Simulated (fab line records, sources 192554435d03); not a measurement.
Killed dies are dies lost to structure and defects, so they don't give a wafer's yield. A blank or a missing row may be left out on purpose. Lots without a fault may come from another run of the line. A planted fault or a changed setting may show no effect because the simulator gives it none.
A struck lot beside a sound one | flow n5_finfet | 23 steps out of a route of 1938
Sound: wafers L813.3, L813.4, L813.5. Struck: wafers L810.3, L810.4, L810.6. The cause comes at the end.
At each step with rows: each side's tool, then ch and its chambers, then its first start. Under that, the readings that differ: sound wafers | struck wafers | difference of the means | sigmas: that difference in standard deviations of wafers without a fault.
alike: readings whose means differ by less than 2 such deviations, and words and numbers that are the same on both sides. not compared: withheld readings, readings that some wafer has no value for, bounds like >300 that may hide the same value, and numbers for which the record gives no deviation and whose values overlap.
The two part at a step that has a row with sigmas, a row that says differs or no value, or rows on one side only. Numbers that don't overlap but have no deviation are shown without sigmas and don't part them. A reading that every wafer of one side lacks parts them only if that side has two wafers or more.

first, 9 steps without rows for these wafers: N5_BEOL_M8_ILD_DEP_00 (deposits SiCOH lowk from DEMS/porogen, target thk 179.75 nm, time 33.4 s); N5_BEOL_M8_CURE_74 (cures SiCOH lowk, time 240 s); N5_BEOL_M8_PECVD_70 (deposits SiO2 from TEOS/O2, target thk 20 nm, time 22.7 s); N5_BEOL_M8_HM_DEP_02 (deposits TiN, target thk 20 nm); N5_BEOL_M8_COAT_59 (time 60 s, resist thk 100 nm); N5_BEOL_M8_COAT_60 (time 60 s, resist thk 35 nm); N5_BEOL_M8_COAT_05 (resist thk 90 nm); N5_BEOL_M8_EBR_07; N5_BEOL_M8_SOFTBAKE_06 (time 60 s).
N5_BEOL_M8_EXPOSE_08: exposes mask M8.
  sound on arfi_scanner-01 ch 0, day 14 22:43; struck on arfi_scanner-02 ch 0, day 14 06:10
  reading              | sound             | struck            | difference | sigmas
  exposure_dose_mJ_cm2 | 68.32 68.31 68.23 | 70.89 70.91 70.97 | +2.64      | +41
  alike: mask
then, 2 steps without rows for these wafers: N5_BEOL_M8_PEB_09 (peb time 60 s); N5_BEOL_M8_DEVELOP_10 (develop time 30 s).
N5_BEOL_M8_CD_MEAS_11: target cd 38.5 nm.
  sound on cd_sem-02 ch 0, day 14 22:50; struck on cd_sem-03 ch 0, day 14 06:17
  reading    | sound          | struck         | difference | sigmas
  cd_nm (nm) | 37.8 38.6 38.6 | 41.0 40.8 39.8 | +2.2       | +5
then, 1 step without rows for these wafers: N5_BEOL_M8_DESCUM_16 (chemistry O2, time 7.9 s).
N5_BEOL_M8_ETCH_61: etches SiARC in CF4, target depth 45.5 nm, time 75.8 s.
  sound on rie_diel-03 ch 0,1,3, day 14 23:37; struck on rie_diel-04 ch 1,2,3, day 14 06:29
  reading                         | sound        | struck      | difference | sigmas
  model.BEOL_M8.cd_offset_nm (nm) | -0.2 0.2 0.4 | 2.4 2.2 1.6 | +1.9       |
  alike: drypump_motor_current_A, etch_rf_on_time_s, oes_product_au, rf_vpp_V, showerhead_plenum_p_Torr, throttle_valve_pct
  not compared: rf_hours_counter_h
then, 3 steps without rows for these wafers: N5_BEOL_M8_ETCH_62 (etches SOC in N2/H2, target depth 110 nm, overetch 22 nm, time 165 s); N5_BEOL_M8_STRIP_68 (strips in N2/H2); N5_BEOL_M8_STRIP_67 (strips in CF4).
N5_BEOL_M8_HM_OPEN_17: chemistry Cl2/BCl3, target TiN, target depth 20 nm, overetch 6 nm.
  sound on rie_metal-01 ch 0,1, day 14 23:54; struck on rie_metal-02 ch 0,1, day 14 06:46
  reading                         | sound         | struck      | difference | sigmas
  model.BEOL_M8.cd_offset_nm (nm) | -0.2 -0.2 0.4 | 2.6 2.4 1.4 | +2.1       |
  alike: drypump_motor_current_A, oes_product_au, throttle_valve_pct
  not compared: rf_hours_counter_h
then, 1 step without rows for these wafers: N5_BEOL_M8_STRIP_19 (strips in O2).
N5_BEOL_M8_CD_MEAS_18: pitch 80 nm, target cd 40 nm.
  sound on cd_sem-02, day 15 00:09; struck on cd_sem-02, day 14 06:55
  reading    | sound          | struck         | difference | sigmas
  cd_nm (nm) | 39.8 39.9 40.6 | 42.8 42.5 41.4 | +2.1       | +4
then, 2 steps without rows for these wafers: N5_BEOL_M8_COAT_63 (time 60 s, resist thk 60 nm); N5_PASSIVATION_PROBE_49.

WHERE THEY PART
First at N5_BEOL_M8_EXPOSE_08; last, within this record, at N5_BEOL_M8_CD_MEAS_18.

WHY: what the simulator had put in
Process parameter drift: arfi_scanner-02, from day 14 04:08 on, at N5_BEOL_M8_EXPOSE_08. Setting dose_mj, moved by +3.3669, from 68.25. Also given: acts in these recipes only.
